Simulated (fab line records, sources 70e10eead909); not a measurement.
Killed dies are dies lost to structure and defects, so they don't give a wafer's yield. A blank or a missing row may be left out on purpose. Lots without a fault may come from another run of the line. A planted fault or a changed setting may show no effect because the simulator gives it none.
Chamber matching | flow nand_harc | NHARC_A_STAIRCASE_DEP_259 on pecvd-01: 3 sister chambers
The step deposits SiON, target thk 30 nm. 18 wafers are shown with their chamber, then 9 later ones without.

WAFERS WITH THEIR CHAMBER
wafer  | chamber | heater_power_w (W)
L076.2 | 1       | 812
L076.3 | 2       | 814
L076.4 | 0       | 702
L075.1 | 0       | 747
L075.2 | 2       | 717
L075.3 | 1       | 796
L079.1 | 1       | 786
L079.2 | 2       | 803
L079.3 | 0       | 766
L083.3 | 1       | 883
L083.4 | 2       | 738
L083.6 | 0       | 738
L084.1 | 0       | 727
L084.5 | 1       | 740
L084.6 | 2       | 742
L086.1 | 2       | 766
L086.4 | 0       | 787
L086.6 | 1       | 734

SIGNATURES (means of the wafers above)
reading        | chamber 0 | chamber 1 | chamber 2 | scatter within a chamber
heater_power_w | 744.50    | 791.83    | 763.33    | 42.1
Rule: a wafer's distance from a chamber is the root of the sum, over the readings, of the square of ((its reading less the chamber's mean) divided by the reading's scatter). The wafer belongs to the nearest chamber; if the next one is less than 2 further off, it can't be placed. The scatter: the root of (the sum of the squares of (reading less its chamber's mean) over the shown wafers, divided by (wafers less chambers)).

WAFERS WITHOUT THEIR CHAMBER
wafer  | heater_power_w (W)
L090.1 | 723
L090.2 | 748
L090.6 | 767
L091.1 | 847
L091.5 | 863
L091.6 | 751
L097.3 | 790
L097.4 | 738
L097.6 | 874

WHICH CHAMBER EACH WENT THROUGH
wafer  | from the rows above          | in truth
L090.1 | can't be placed: 0 or 2 or 1 | 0
L090.2 | can't be placed: 0 or 2 or 1 | 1
L090.6 | can't be placed: 2 or 0 or 1 | 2
L091.1 | can't be placed: 1 or 2 or 0 | 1
L091.5 | can't be placed: 1 or 2 or 0 | 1
L091.6 | can't be placed: 0 or 2 or 1 | 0
L097.3 | can't be placed: 1 or 2 or 0 | 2
L097.4 | can't be placed: 0 or 2 or 1 | 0
L097.6 | can't be placed: 1 or 2 or 0 | 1
Placed correctly: 0 of 9. Can't be placed from these rows: 9 (the true chamber is among the candidates in 9). Placed wrongly: 0.
